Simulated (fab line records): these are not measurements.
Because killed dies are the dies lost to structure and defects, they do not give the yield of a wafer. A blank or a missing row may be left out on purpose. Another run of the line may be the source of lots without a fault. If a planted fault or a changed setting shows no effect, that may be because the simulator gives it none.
Chamber matching || flow n5_finfet || N5_BEOL_M0_STRIP_142 on rie_diel-04: 4 sister chambers
The step strips in N2/H2, time 10 s. 4 wafers are shown with their chamber, then 11 later ones without.

== WAFERS WITH THEIR CHAMBER ==
{"wafer": "L092.1", "chamber": 2, "showerhead_plenum_p_Torr (Torr)": 2.54}
{"wafer": "L092.2", "chamber": 1, "showerhead_plenum_p_Torr (Torr)": 2.60}
{"wafer": "L092.3", "chamber": 3, "showerhead_plenum_p_Torr (Torr)": 2.52}
{"wafer": "L093.3", "chamber": 0, "showerhead_plenum_p_Torr (Torr)": 2.61}

== WAFERS WHOSE CHAMBER IS MISSING ==
{"wafer": "L093.4", "showerhead_plenum_p_Torr (Torr)": 2.53}
{"wafer": "L093.6", "showerhead_plenum_p_Torr (Torr)": 2.53}
{"wafer": "L094.1", "showerhead_plenum_p_Torr (Torr)": 2.60}
{"wafer": "L094.4", "showerhead_plenum_p_Torr (Torr)": 2.53}
{"wafer": "L094.6", "showerhead_plenum_p_Torr (Torr)": 2.60}
{"wafer": "L095.1", "showerhead_plenum_p_Torr (Torr)": 2.52}
{"wafer": "L095.4", "showerhead_plenum_p_Torr (Torr)": 2.60}
{"wafer": "L095.5", "showerhead_plenum_p_Torr (Torr)": 2.52}
{"wafer": "L096.3", "showerhead_plenum_p_Torr (Torr)": 2.52}
{"wafer": "L096.4", "showerhead_plenum_p_Torr (Torr)": 2.53}
{"wafer": "L096.6", "showerhead_plenum_p_Torr (Torr)": 2.53}

== WHICH CHAMBER EACH ONE RAN IN ==
{"wafer": "L093.4", "from the rows above": "can't be placed: 3 or 2", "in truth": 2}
{"wafer": "L093.6", "from the rows above": "can't be placed: 3 or 2", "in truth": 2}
{"wafer": "L094.1", "from the rows above": "can't be placed: 1 or 0", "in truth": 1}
{"wafer": "L094.4", "from the rows above": "can't be placed: 3 or 2", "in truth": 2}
{"wafer": "L094.6", "from the rows above": "can't be placed: 1 or 0", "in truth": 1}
{"wafer": "L095.1", "from the rows above": 3, "in truth": 3}
{"wafer": "L095.4", "from the rows above": "can't be placed: 1 or 0", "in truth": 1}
{"wafer": "L095.5", "from the rows above": 3, "in truth": 3}
{"wafer": "L096.3", "from the rows above": 3, "in truth": 3}
{"wafer": "L096.4", "from the rows above": "can't be placed: 3 or 2", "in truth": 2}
{"wafer": "L096.6", "from the rows above": "can't be placed: 3 or 2", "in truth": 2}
Correctly placed: 3 of 11. Cannot be placed on the basis of these rows: 8; the candidates contain the true chamber in 8. Number placed wrongly: 0.
How it was worked out, from the rows above alone: a wafer's distance from a chamber is the root of the sum, over the readings, of the square of ((its reading less the chamber's mean) divided by the reading's scatter). The wafer belongs to the nearest chamber; if the next one is less than 2 further off, it can't be placed. Each chamber's mean is taken over the wafers shown for it. The scatter: with one shown wafer a chamber, the root of the mean of the squares of how far each hidden wafer lies from its nearest shown one.
